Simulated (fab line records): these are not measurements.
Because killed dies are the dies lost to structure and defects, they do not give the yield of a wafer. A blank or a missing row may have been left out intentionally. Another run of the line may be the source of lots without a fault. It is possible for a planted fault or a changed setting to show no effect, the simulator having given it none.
fab line records	flow nand_harc
record: lots: 24	wafers: 72	last_day: 33
route steps=1302 shown A_CONTACT@1099 A_BLC@1136 A_M0@1167 A_M1@1182
lots with no fault: from the same line, run without faults
start_h: the number of hours between the record's first day and the start of the first shown wafer of the lot	wait_h: how many hours have passed since the lot's step before this one	" identical to the entry in the row above	L1.1+2: several wafers, shown together as one row	- either no value or no given start	* or withheld: withheld	< > ~ a bound
route shown NAME@n: NAME is a module with steps in the file, n the number in the route of the first one	usual: mean and standard deviation over wafers with no fault	same: alike in all rows	chamber/n: place in a boat	sites: each site's reading	_std_site: the values' standard deviation	_edge_site: outer sites' mean less inner sites'	radius_mm: how far each site lies from the wafer's centre	mask NAME#n: copy n	behind: the most recent tool/chamber to have shaped the wafer	hold: the reason the lot was held/the length of the hold in hours/how it ended	device: the transistor (n, p or np) that didn't switch	end of line: the route-end tests of the same wafers	where a step has no rows: the recipe by itself	killed: dies that structure and defects cost at the first sort, which is not the same as the wafer's yield	map: a wafer's dies, x killed, . not, _ none there
set.NAME: the setting as run; set.NAME@STEP: as run at that earlier step	model.NAME: the simulator's own value behind a step, which no gauge read
one table for each step of the route and one row for each wafer, over a sample of lots
services: when a tool's chamber went out of use (start_h, in hours from the record's first day, below 0 if earlier), for how many hours, and the reason
== steps ==
step: NHARC_A_CONTACT_STRIP_26
recipe: o2_flow_sccm: 500	ar_flow_sccm: 0	bias_w: 0	chemistry: O2
usual: drypump_motor_current_A: 5.8/0.45	oes_product_au: 0.999/0.0073	rf_vpp_V: 57.6/0.78	showerhead_plenum_p_Torr: 3.46/0.068	throttle_valve_pct: 17.037/0.0082
lot.wafer	tool	chamber	start_h	wait_h	drypump_motor_current_A	oes_product_au	rf_hours_counter_h	rf_vpp_V	showerhead_plenum_p_Torr	throttle_valve_pct
L074.3	rie_diel-12	0	-	-	5.5	0.999	15	56.5	3.51	17.037
L074.2	"	2	"	"	5.1	1.003	14	57.8	3.43	17.038
L074.6	"	0	"	"	5.5	1.003	-	58.2	3.51	17.034
L075.4	rie_diel-12	2	-	-	5.1	1.002	14	57.9	3.43	17.035
L075.2	"	3	"	"	6.5	1.003	13	57.7	3.45	17.042
L075.5	"	2	"	"	5.1	1.009	-	58.5	3.43	17.032
L076.2	rie_diel-09	1	-	-	6.2	1.004	10	57.1	3.36	17.052
L076.6	"	3	"	"	5.8	0.994	-	57.1	3.58	17.033
L076.5	"	0	"	"	5.7	1.004	-	58.1	3.34	17.023
L077.3	rie_diel-12	0	-	-	5.5	1.006	18	57.1	3.51	17.035
L077.4	"	2	"	"	5.1	1.012	17	56.6	3.43	17.037
L077.5	"	0	"	"	5.5	1.013	-	57.3	3.51	17.054
L078.4	rie_diel-12	0	-	-	5.5	1.007	18	58.1	3.50	17.052
L078.1	"	2	"	"	5.1	0.995	18	56.1	3.43	17.025
L078.2	"	3	"	"	6.5	1.002	16	56.9	3.44	17.031
L079.3	rie_diel-12	2	-	-	5.1	0.991	18	58.4	3.43	17.036
L079.2	"	0	"	"	5.5	1.005	19	56.5	3.51	17.038
L079.5	"	1	"	"	5.8	0.992	-	56.5	3.52	17.052
L081.1	rie_diel-12	2	-	-	5.1	1.011	20	57.4	3.42	17.036
L081.3	"	3	"	"	6.5	0.999	20	57.1	3.44	17.050
L081.5	"	1	"	"	5.8	1.000	-	56.4	3.52	17.032
L080.3	rie_diel-09	3	-	-	5.8	0.990	30	58.9	3.57	17.033
L080.6	"	2	"	"	5.8	1.000	-	57.0	3.50	17.035
L080.5	"	3	"	"	5.8	0.997	-	58.3	3.57	17.031
L083.2	rie_diel-12	3	-	-	6.5	1.000	27	56.4	3.44	17.044
L083.6	"	3	"	"	6.5	0.996	-	57.1	3.44	17.032
L083.5	"	0	"	"	5.5	1.003	-	57.8	3.50	17.038
L082.4	rie_diel-06	1	-	-	5.8	1.008	40	57.9	3.58	17.043
L082.6	"	3	"	"	5.9	1.004	-	57.9	3.36	17.042
L082.5	"	0	"	"	5.7	1.009	-	56.5	3.43	17.039
L085.3	rie_diel-12	0	-	-	5.5	1.002	0	57.6	3.50	17.015
L085.4	"	2	"	"	5.1	1.002	0	57.1	3.42	17.041
L085.5	"	0	"	"	5.5	0.996	-	57.8	3.50	17.038
L086.2	rie_diel-09	3	-	-	5.8	0.993	49	57.8	3.56	17.036
L086.5	"	3	"	"	5.8	1.006	-	56.7	3.56	17.041
L086.6	"	0	"	"	5.7	1.002	-	57.6	3.32	17.048
L084.4	rie_diel-09	2	-	-	5.8	0.993	42	56.2	3.50	17.041
L084.6	"	2	"	"	5.9	1.002	-	58.4	3.50	17.031
L084.5	"	3	"	"	5.8	1.007	-	57.5	3.56	17.045
L087.2	rie_diel-06	2	-	-	5.0	0.992	45	58.1	3.51	17.043
L087.3	"	3	"	"	5.9	1.005	42	58.3	3.35	17.041
L087.4	"	0	"	"	5.7	1.012	49	56.0	3.43	17.044
L088.4	rie_diel-12	3	-	-	6.5	1.001	5	57.6	3.43	17.045
L088.2	"	2	"	"	5.1	1.002	4	57.2	3.42	17.042
L088.5	"	3	"	"	6.5	1.000	-	58.2	3.44	17.030
L089.3	rie_diel-12	3	-	-	6.6	1.005	5	58.7	3.43	17.042
L089.6	"	0	"	"	5.5	0.995	-	57.9	3.50	17.019
L089.5	"	1	"	"	5.8	1.000	-	57.1	3.51	17.029
L091.3	rie_diel-12	0	-	-	5.4	1.004	11	58.1	3.49	17.046
L091.4	"	1	"	"	5.8	1.001	10	58.2	3.51	17.037
L091.2	"	2	"	"	5.1	1.011	11	58.4	3.41	17.045
L092.2	rie_diel-12	0	-	-	5.5	1.002	13	57.5	3.49	17.034
L092.1	"	1	"	"	5.8	1.001	11	56.9	3.51	17.041
L092.5	"	0	"	"	5.5	1.002	-	58.2	3.49	17.029
L090.3	rie_diel-06	1	-	-	5.8	1.012	9	56.9	3.57	17.040
L090.2	"	3	"	"	5.9	0.994	9	56.9	3.35	17.044
L090.1	"	0	"	"	5.7	1.005	10	56.9	3.42	17.034
L093.3	rie_diel-09	2	-	-	5.8	0.982	5	57.7	3.48	17.038
L093.2	"	3	"	"	5.8	0.991	7	56.8	3.55	17.038
L093.4	"	0	"	"	5.7	0.988	7	56.7	3.31	17.042
L095.2	rie_diel-12	0	-	-	5.5	1.009	18	58.1	3.49	17.036
L095.1	"	2	"	"	5.1	0.995	19	56.6	3.41	17.041
L095.4	"	3	"	"	6.5	0.999	-	57.8	3.43	17.034
L094.2	rie_diel-12	2	-	-	5.1	1.001	19	57.3	3.41	17.038
L094.4	"	2	"	"	5.1	1.000	-	58.6	3.41	17.035
L094.5	"	3	"	"	6.5	1.002	-	58.2	3.43	17.049
L096.1	rie_diel-12	1	-	-	5.8	1.004	16	57.9	3.50	17.039
L096.3	"	2	"	"	5.1	0.985	23	57.3	3.41	17.026
L096.6	"	0	"	"	5.5	1.004	-	57.8	3.49	17.034
L097.1	rie_diel-09	0	-	-	5.7	0.975	21	56.1	3.31	17.039
L097.2	"	2	"	"	5.9	0.986	23	59.1	3.48	17.016
L097.5	"	0	"	"	5.7	0.976	-	57.0	3.30	17.036
step: NHARC_A_CONTACT_ALD_18
recipe: target_thk_a: 30	pulse_time_s: 1	ald_cycles: 150	temp_c: 450	material: TiN
usual: heater_power_w: 1044/110	precursor_pulse_height_rel: 1.002/0.022
lot.wafer	tool	chamber	start_h	wait_h	heater_power_w	precursor_pulse_height_rel
L074.2	ald_metal-03	3	524.89	-	1179	1.020
L074.3	"	0	"	"	939	1.007
L074.6	"	3	"	"	1131	0.995
L075.2	ald_metal-04	2	525.52	-	1163	0.980
L075.4	"	3	"	"	955	0.954
L075.5	"	0	"	"	965	1.011
L076.2	ald_metal-03	0	538.86	-	959	0.963
L076.6	"	3	"	"	1180	0.999
L076.5	"	0	"	"	937	0.966
L077.3	ald_metal-02	0	540.83	-	791	1.015
L077.4	"	1	"	"	1013	0.994
L077.5	"	0	"	"	789	1.018
L078.1	ald_metal-02	3	544.03	-	1159	0.968
L078.2	"	0	"	"	770	0.996
L078.4	"	2	"	"	1034	1.006
L079.3	ald_metal-03	2	550.82	-	1064	1.005
L079.2	"	3	"	"	1166	1.001
L079.5	"	1	"	"	974	1.026
L081.3	ald_metal-02	1	581.23	-	1020	0.966
L081.1	"	2	"	"	1083	1.008
L081.5	"	2	"	"	1005	0.990
L080.3	ald_metal-03	2	587.85	-	1108	1.009
L080.6	"	3	"	"	1129	1.016
L080.5	"	0	"	"	994	1.057
L083.2	ald_metal-03	2	604.58	-	1128	0.999
L083.5	"	0	"	"	979	0.998
L083.6	"	1	"	"	972	1.015
L082.4	ald_metal-03	2	612.20	-	1115	0.984
L082.5	"	1	"	"	955	0.982
L082.6	"	2	"	"	1103	0.994
L085.4	ald_metal-03	0	633.54	-	1006	0.991
L085.3	"	1	"	"	991	1.045
L085.5	"	0	"	"	976	1.019
L086.2	ald_metal-04	3	637.75	-	947	0.995
L086.6	"	1	"	"	1266	1.000
L086.5	"	2	"	"	1195	0.989
L084.4	ald_metal-03	3	638.89	-	1162	0.971
L084.5	"	1	"	"	942	1.020
L084.6	"	2	"	"	1109	1.052
L087.3	ald_metal-04	1	647.28	-	1289	0.982
L087.4	"	3	"	"	956	0.991
L087.2	"	0	"	"	980	0.944
L088.2	ald_metal-03	2	659.94	-	1115	1.026
L088.4	"	3	"	"	1113	0.974
L088.5	"	0	"	"	971	1.010
L089.3	ald_metal-03	2	660.99	-	1133	1.021
L089.6	"	1	"	"	969	0.986
L089.5	"	2	"	"	1134	0.988
L091.4	ald_metal-03	2	687.32	-	1149	0.968
L091.2	"	0	"	"	985	1.003
L091.3	"	1	"	"	963	1.025
L092.1	ald_metal-02	0	694.77	-	811	1.004
L092.2	"	1	"	"	999	1.002
L092.5	"	2	"	"	975	0.991
L090.2	ald_metal-04	2	696.86	-	1176	0.996
L090.1	"	3	"	"	978	0.984
L090.3	"	0	"	"	998	0.987
L093.3	ald_metal-04	3	701.04	-	966	1.057
L093.2	"	0	"	"	1000	1.044
L093.4	"	0	"	"	986	1.021
L095.1	ald_metal-03	1	719.43	-	968	1.061
L095.4	"	2	"	"	1140	0.992
L095.2	"	0	"	"	998	1.022
L094.4	ald_metal-02	1	720.30	-	1014	1.009
L094.2	"	0	"	"	810	0.978
L094.5	"	2	"	"	964	0.980
L096.1	ald_metal-03	0	741.14	-	999	0.992
L096.3	"	1	"	"	972	0.975
L096.6	"	1	"	"	990	1.001
L097.1	ald_metal-02	0	749.42	-	820	1.059
L097.2	"	1	"	"	997	0.988
L097.5	"	0	"	"	822	1.019
step: NHARC_A_CONTACT_CVD_19
recipe: target_thk_a: 3000	temp_c: 300	pressure_torr: 40	wf6_flow_sccm: 40	h2_flow_sccm: 1600	ar_flow_sccm: 1560	time_s: 802	material: W
usual: heater_power_w: 476/23	throttle_valve_pct: 8.0/0.36
lot.wafer	tool	chamber	start_h	wait_h	heater_power_w	throttle_valve_pct
L074.2	cvd_w-01	1	-	-	511	7.5
L074.3	"	0	"	"	480	8.4
L074.6	"	0	"	"	485	8.5
L075.2	cvd_w-02	0	-	-	474	8.1
L075.4	"	1	"	"	446	7.7
L075.5	"	1	"	"	440	7.6
L076.2	cvd_w-01	1	-	-	510	7.7
L076.5	"	0	"	"	477	8.5
L076.6	"	1	"	"	509	7.7
L077.4	cvd_w-02	1	-	-	431	7.9
L077.3	"	0	"	"	464	7.8
L077.5	"	1	"	"	448	7.8
L078.2	cvd_w-02	0	-	-	474	7.8
L078.1	"	1	"	"	451	7.7
L078.4	"	1	"	"	441	7.5
L079.2	cvd_w-02	1	-	-	448	7.6
L079.3	"	0	"	"	467	7.8
L079.5	"	1	"	"	449	7.7
L081.1	cvd_w-01	1	-	-	500	7.8
L081.3	"	1	"	"	481	7.7
L081.5	"	1	"	"	491	7.7
L080.3	cvd_w-01	1	-	-	483	7.7
L080.5	"	0	"	"	501	8.3
L080.6	"	1	"	"	499	7.5
L083.2	cvd_w-01	0	-	-	499	8.4
L083.5	"	1	"	"	487	7.7
L083.6	"	0	"	"	474	8.4
L082.4	cvd_w-01	1	-	-	490	7.6
L082.6	"	1	"	"	486	7.8
L082.5	"	0	"	"	495	8.4
L085.4	cvd_w-01	0	-	-	483	8.4
L085.3	"	1	"	"	483	7.5
L085.5	"	0	"	"	479	8.2
L086.2	cvd_w-01	1	-	-	488	7.6
L086.5	"	1	"	"	497	7.7
L086.6	"	0	"	"	486	8.3
L084.4	cvd_w-01	0	-	-	488	8.4
L084.6	"	1	"	"	491	7.5
L084.5	"	0	"	"	489	8.1
L087.2	cvd_w-01	0	-	-	475	8.6
L087.4	"	1	"	"	482	7.5
L087.3	"	0	"	"	484	8.6
L088.2	cvd_w-01	1	-	-	488	7.8
L088.4	"	0	"	"	482	8.4
L088.5	"	1	"	"	492	7.7
L089.3	cvd_w-02	0	-	-	454	7.8
L089.6	"	1	"	"	434	7.9
L089.5	"	0	"	"	456	8.0
L091.2	cvd_w-01	0	-	-	494	8.7
L091.3	"	1	"	"	495	7.7
L091.4	"	0	"	"	489	8.5
L092.1	cvd_w-01	0	-	-	492	8.4
L092.2	"	1	"	"	487	7.6
L092.5	"	0	"	"	487	8.4
L090.2	cvd_w-02	1	-	-	433	8.0
L090.1	"	0	"	"	458	7.8
L090.3	"	1	"	"	432	7.8
L093.2	cvd_w-02	0	-	-	463	7.9
L093.4	"	1	"	"	442	7.7
L093.3	"	0	"	"	470	8.3
L095.1	cvd_w-02	0	-	-	467	7.9
L095.2	"	1	"	"	440	7.8
L095.4	"	1	"	"	441	7.6
L094.2	cvd_w-01	0	-	-	485	8.6
L094.4	"	0	"	"	503	8.4
L094.5	"	1	"	"	497	7.6
L096.1	cvd_w-02	1	-	-	437	7.8
L096.3	"	0	"	"	467	7.8
L096.6	"	0	"	"	467	7.9
L097.1	cvd_w-01	0	-	-	468	8.3
L097.2	"	1	"	"	513	7.5
L097.5	"	0	"	"	443	8.3
step: NHARC_A_BLC_INSPECT_28
usual: raw_defect_count: 501/110
lot.wafer	tool	chamber	start_h	wait_h	raw_defect_count
L074.2	defect_inspect-01	-	530.03	0.1	497
L074.3	"	-	"	"	392
L074.6	"	-	"	"	511
L075.2	defect_inspect-01	-	530.62	0.1	386
L075.4	"	-	"	"	541
L075.5	"	-	"	"	429
L076.2	defect_inspect-02	-	543.92	0.1	487
L076.5	"	-	"	"	462
L076.6	"	-	"	"	604
L077.3	defect_inspect-01	-	546.14	0.1	446
L077.4	"	-	"	"	465
L077.5	"	-	"	"	629
L078.1	defect_inspect-02	-	549.35	0.1	416
L078.2	"	-	"	"	517
L078.4	"	-	"	"	843
L079.2	defect_inspect-02	-	555.95	0.1	810
L079.3	"	-	"	"	488
L079.5	"	-	"	"	450
L081.1	defect_inspect-01	-	586.61	0.1	606
L081.3	"	-	"	"	692
L081.5	"	-	"	"	590
L080.3	defect_inspect-01	-	592.95	0.1	749
L080.5	"	-	"	"	812
L080.6	"	-	"	"	631
L083.2	defect_inspect-02	-	609.68	0.1	511
L083.5	"	-	"	"	370
L083.6	"	-	"	"	467
L082.4	defect_inspect-01	-	617.86	0.1	973
L082.5	"	-	"	"	505
L082.6	"	-	"	"	533
L085.3	defect_inspect-02	-	639.59	0.1	435
L085.4	"	-	"	"	468
L085.5	"	-	"	"	397
L086.2	defect_inspect-01	-	642.72	0.1	366
L086.5	"	-	"	"	573
L086.6	"	-	"	"	401
L084.4	defect_inspect-01	-	644.45	0.1	418
L084.5	"	-	"	"	597
L084.6	"	-	"	"	396
L087.2	defect_inspect-02	-	652.35	0.1	387
L087.3	"	-	"	"	606
L087.4	"	-	"	"	500
L088.2	defect_inspect-02	-	664.90	0.1	443
L088.4	"	-	"	"	406
L088.5	"	-	"	"	422
L089.3	defect_inspect-02	-	666.10	0.1	515
L089.5	"	-	"	"	427
L089.6	"	-	"	"	465
L091.2	defect_inspect-02	-	692.43	0.1	560
L091.3	"	-	"	"	647
L091.4	"	-	"	"	423
L092.1	defect_inspect-02	-	699.86	0.1	449
L092.2	"	-	"	"	488
L092.5	"	-	"	"	442
L090.1	defect_inspect-02	-	701.86	0.1	417
L090.2	"	-	"	"	538
L090.3	"	-	"	"	556
L093.2	defect_inspect-01	-	706.32	0.1	422
L093.3	"	-	"	"	514
L093.4	"	-	"	"	460
L095.1	defect_inspect-02	-	724.44	0.1	603
L095.2	"	-	"	"	569
L095.4	"	-	"	"	436
L094.2	defect_inspect-02	-	725.48	0.1	339
L094.4	"	-	"	"	532
L094.5	"	-	"	"	338
L096.1	defect_inspect-02	-	746.17	0.1	365
L096.3	"	-	"	"	265
L096.6	"	-	"	"	477
L097.1	defect_inspect-01	-	754.45	0.1	505
L097.2	"	-	"	"	618
L097.5	"	-	"	"	674
step: NHARC_A_M0_PRE_CLEAN_31
recipe: time_s: 12	temp_c: 370	rf_power_w: 300	gas: NH3
usual: heater_power_w: 639/90	rf_fwd_power_W: 292.5/0.91
lot.wafer	tool	chamber	start_h	wait_h	heater_power_w	rf_fwd_power_W
L074.2	pecvd-02	2	533.55	0.1	692	292.3
L074.3	"	0	"	"	589	293.4
L074.6	"	0	"	"	596	293.5
L075.2	pecvd-02	1	534.48	0.2	592	291.6
L075.4	"	2	"	"	612	293.5
L075.5	"	1	"	"	577	290.6
L076.2	pecvd-02	1	547.59	0.1	576	293.6
L076.5	"	1	"	"	563	292.6
L076.6	"	2	"	"	689	293.9
L077.3	pecvd-04	1	549.84	0.1	582	292.4
L077.4	"	1	"	"	586	293.0
L077.5	"	1	"	"	584	293.5
L078.2	pecvd-02	2	552.86	0.1	684	293.9
L078.1	"	1	"	"	579	292.6
L078.4	"	1	"	"	593	292.9
L079.2	pecvd-04	2	559.61	0.1	558	293.0
L079.3	"	0	"	"	529	293.1
L079.5	"	0	"	"	554	293.0
L081.3	pecvd-03	1	590.25	0.1	756	292.2
L081.1	"	2	"	"	714	292.1
L081.5	"	1	"	"	759	292.9
L080.3	pecvd-04	0	596.45	0.1	593	292.9
L080.6	"	2	"	"	538	293.0
L080.5	"	0	"	"	585	292.2
L083.2	pecvd-02	0	613.34	0.1	691	291.8
L083.6	"	2	"	"	631	292.4
L083.5	"	0	"	"	698	291.0
L082.5	pecvd-03	0	621.54	0.1	834	293.3
L082.4	"	1	"	"	661	292.3
L082.6	"	2	"	"	721	291.3
L085.3	pecvd-03	0	643.37	0.1	762	291.8
L085.5	"	1	"	"	773	292.1
L085.4	"	2	"	"	685	291.8
L086.2	pecvd-03	1	646.23	0.1	669	290.9
L086.5	"	0	"	"	904	291.7
L086.6	"	2	"	"	721	291.6
L084.5	pecvd-04	1	648.24	0.1	547	293.4
L084.6	"	2	"	"	576	290.7
L084.4	"	0	"	"	590	293.4
L087.3	pecvd-02	1	656.00	0.1	516	290.3
L087.2	"	2	"	"	711	294.1
L087.4	"	2	"	"	722	293.3
L088.2	pecvd-03	2	668.58	0.1	698	294.7
L088.5	"	1	"	"	663	292.2
L088.4	"	0	"	"	848	292.7
L089.3	pecvd-04	2	669.87	0.3	538	294.1
L089.5	"	0	"	"	538	293.0
L089.6	"	1	"	"	554	292.5
L091.3	pecvd-02	0	696.06	0.1	630	292.6
L091.2	"	1	"	"	555	292.8
L091.4	"	0	"	"	618	293.2
L092.1	pecvd-04	2	703.50	0.1	572	290.7
L092.2	"	1	"	"	600	291.9
L092.5	"	0	"	"	529	291.3
L090.1	pecvd-03	1	705.48	0.1	740	291.5
L090.3	"	2	"	"	622	293.5
L090.2	"	0	"	"	795	293.2
L093.2	pecvd-04	1	709.91	0.1	608	292.5
L093.3	"	2	"	"	572	291.7
L093.4	"	1	"	"	596	292.7
L095.1	pecvd-03	2	727.94	0.1	664	293.6
L095.2	"	0	"	"	833	293.7
L095.4	"	1	"	"	637	291.5
L094.2	pecvd-02	2	729.55	0.5	731	289.7
L094.5	"	1	"	"	575	292.0
L094.4	"	0	"	"	629	293.6
L096.3	pecvd-04	2	749.76	0.1	552	292.2
L096.1	"	0	"	"	585	292.7
L096.6	"	1	"	"	538	292.3
L097.1	pecvd-04	0	757.97	0.1	581	291.7
L097.2	"	1	"	"	575	293.8
L097.5	"	0	"	"	562	291.5
step: NHARC_A_M1_DESCUM_14
recipe: time_s: 3	o2_flow_sccm: 200	ar_flow_sccm: 0	bias_power_w: 0	chemistry: O2
usual: drypump_motor_current_A: 5.7/0.38	oes_product_au: 0.998/0.0075	rf_vpp_V: 57.6/0.84	showerhead_plenum_p_Torr: 1.87/0.055	throttle_valve_pct: 11.311/0.0092
lot.wafer	tool	chamber	start_h	wait_h	drypump_motor_current_A	oes_product_au	rf_hours_counter_h	rf_vpp_V	showerhead_plenum_p_Torr	throttle_valve_pct
L074.2	rie_diel-11	1	535.08	0.1	6.1	1.002	1.1	56.8	1.83	11.317
L074.3	"	2	"	"	5.4	0.999	1.9	57.4	1.80	11.312
L074.6	"	0	"	"	5.9	1.006	-	58.0	1.81	11.331
L075.2	rie_diel-08	1	535.95	0.1	5.1	1.010	10.4	58.1	1.86	11.319
L075.4	"	3	"	"	5.7	1.004	10.3	57.0	1.97	11.293
L075.5	"	1	"	"	5.1	0.998	-	56.0	1.86	11.319
L076.2	rie_diel-11	3	549.66	0.1	5.4	0.993	2.5	57.5	1.89	11.321
L076.5	"	0	"	"	5.8	0.994	-	57.3	1.81	11.307
L076.6	"	1	"	"	6.1	0.995	-	57.3	1.83	11.301
L077.4	rie_diel-13	3	552.33	0.1	6.0	1.006	2.5	57.5	1.90	11.314
L077.3	"	0	"	"	5.6	1.001	1.7	56.6	1.85	11.297
L077.5	"	2	"	"	5.5	1.008	-	56.4	1.82	11.308
L078.2	rie_diel-11	2	554.23	0.1	5.4	0.991	2.7	57.3	1.80	11.301
L078.4	"	3	"	"	5.4	1.012	2.9	57.3	1.89	11.318
L078.1	"	0	"	"	5.8	1.006	2.9	56.6	1.81	11.314
L079.3	rie_diel-08	2	561.12	0.1	5.3	0.981	0.2	58.1	1.90	11.318
L079.2	"	1	"	"	5.1	0.993	0.2	58.6	1.86	11.311
L079.5	"	3	"	"	5.7	0.986	-	58.1	1.97	11.304
L081.3	rie_diel-13	0	591.76	0.1	5.6	1.001	3.7	55.9	1.85	11.317
L081.1	"	1	"	"	6.7	0.997	4.2	59.4	1.98	11.310
L081.5	"	0	"	"	5.6	0.999	-	56.3	1.85	11.314
L080.3	rie_diel-08	0	597.96	0.1	6.0	0.992	2.3	57.0	1.89	11.304
L080.5	"	1	"	"	5.1	0.991	-	57.5	1.86	11.311
L080.6	"	2	"	"	5.3	0.989	-	58.7	1.90	11.310
L083.2	rie_diel-13	1	614.85	0.1	6.6	1.007	7.0	59.4	1.98	11.321
L083.6	"	2	"	"	5.5	0.998	-	58.2	1.82	11.299
L083.5	"	3	"	"	5.9	1.002	-	57.1	1.90	11.306
L082.4	rie_diel-08	2	623.04	0.1	5.3	0.991	3.0	56.8	1.90	11.308
L082.6	"	3	"	"	5.7	0.991	-	57.6	1.97	11.299
L082.5	"	0	"	"	6.0	1.011	-	57.3	1.89	11.312
L085.3	rie_diel-08	3	644.88	0.1	5.7	1.001	5.8	57.3	1.97	11.315
L085.4	"	2	"	"	5.2	0.994	5.2	58.3	1.90	11.306
L085.5	"	0	"	"	6.0	1.004	-	57.4	1.89	11.294
L086.2	rie_diel-08	2	647.60	0.1	5.3	0.987	5.3	57.7	1.90	11.281
L086.5	"	1	"	"	5.1	0.984	-	57.9	1.86	11.301
L086.6	"	2	"	"	5.2	0.988	-	58.1	1.90	11.312
L084.4	rie_diel-08	0	649.58	0.1	6.0	0.996	5.8	56.9	1.89	11.287
L084.5	"	0	"	"	6.0	0.993	-	58.3	1.89	11.310
L084.6	"	1	"	"	5.1	0.998	-	56.9	1.86	11.305
L087.2	rie_diel-11	0	657.40	0.1	5.8	0.991	0.8	59.6	1.81	11.323
L087.3	"	2	"	"	5.4	1.000	0.9	57.6	1.80	11.315
L087.4	"	3	"	"	5.4	1.002	0.8	58.0	1.89	11.308
L088.4	rie_diel-11	0	670.11	0.1	5.9	1.003	1.0	58.7	1.81	11.320
L088.2	"	1	"	"	6.1	0.995	1.1	57.2	1.83	11.323
L088.5	"	3	"	"	5.4	1.011	-	58.6	1.89	11.307
L089.3	rie_diel-08	1	671.38	0.1	5.1	0.995	6.3	57.7	1.86	11.303
L089.5	"	3	"	"	5.7	0.998	-	58.6	1.97	11.314
L089.6	"	0	"	"	6.0	1.002	-	58.7	1.89	11.296
L091.2	rie_diel-11	1	697.44	0.1	6.1	0.989	2.3	59.3	1.83	11.313
L091.3	"	0	"	"	5.8	0.994	2.1	57.5	1.81	11.305
L091.4	"	2	"	"	5.4	1.001	-	58.7	1.80	11.312
L092.1	rie_diel-08	3	704.91	0.1	5.7	0.997	10.2	58.3	1.97	11.291
L092.2	"	1	"	"	5.1	0.997	9.7	56.5	1.86	11.321
L092.5	"	3	"	"	5.7	0.993	-	57.8	1.97	11.326
L090.1	rie_diel-11	1	706.99	0.1	6.1	0.996	2.9	57.5	1.82	11.299
L090.2	"	3	"	"	5.4	0.991	2.0	58.1	1.89	11.314
L090.3	"	0	"	"	5.9	1.012	2.7	56.9	1.81	11.309
L093.2	rie_diel-08	0	711.27	0.1	6.0	0.996	10.4	57.5	1.89	11.318
L093.3	"	1	"	"	5.1	0.990	9.9	57.6	1.86	11.317
L093.4	"	3	"	"	5.7	0.992	10.4	58.6	1.97	11.317
L095.2	rie_diel-11	0	729.45	0.1	5.9	1.000	3.0	58.0	1.81	11.311
L095.4	"	1	"	"	6.1	1.000	3.0	57.6	1.83	11.301
L095.1	"	3	"	"	5.4	0.994	2.4	57.1	1.89	11.303
L094.2	rie_diel-11	0	730.91	0.1	5.8	1.007	3.1	57.0	1.81	11.322
L094.4	"	2	"	"	5.4	1.005	3.5	57.7	1.80	11.315
L094.5	"	3	"	"	5.4	1.009	-	56.9	1.89	11.302
L096.3	rie_diel-13	2	751.29	0.1	5.5	1.010	4.3	56.7	1.82	11.304
L096.1	"	3	"	"	5.9	0.995	3.0	58.2	1.89	11.312
L096.6	"	0	"	"	5.6	1.000	-	56.9	1.85	11.325
L097.1	rie_diel-08	1	759.48	0.1	5.1	1.010	1.4	57.2	1.86	11.296
L097.2	"	3	"	"	5.7	1.007	1.2	57.0	1.97	11.310
L097.5	"	0	"	"	6.0	1.007	-	57.6	1.89	11.318
== services ==
tool	chamber	start_h	hours	kind
rie_diel-11	1	517.66	16.6	repair
cvd_w-02	-	520.79	1.6	repair
pecvd-04	0	540.41	10.6	repair
rie_diel-08	-	544.51	1.0	repair
rie_diel-08	-	545.54	9.0	pm
pecvd-04	2	546.45	4.9	repair
cvd_w-01	-	547.39	13.0	pm
ald_metal-03	2	563.40	7.9	repair
ald_metal-03	0	564.33	2.6	repair
ald_metal-03	-	568.00	10.0	pm
rie_diel-11	0	600.99	5.5	repair
rie_diel-11	-	609.50	9.0	pm
cvd_w-02	1	609.55	11.4	repair
rie_diel-12	-	622.40	9.0	pm
cvd_w-01	0	623.46	3.2	repair
pecvd-04	-	631.20	13.0	pm
cvd_w-02	-	633.21	13.0	pm
cvd_w-01	-	664.60	6.0	repair
rie_diel-08	2	693.10	3.7	repair
rie_diel-12	1	713.59	23.4	repair
rie_diel-08	-	722.54	9.0	pm
cvd_w-01	-	728.47	13.0	pm
ald_metal-03	-	746.00	10.0	pm
cvd_w-01	0	756.54	7.9	repair
== key ==
fault none
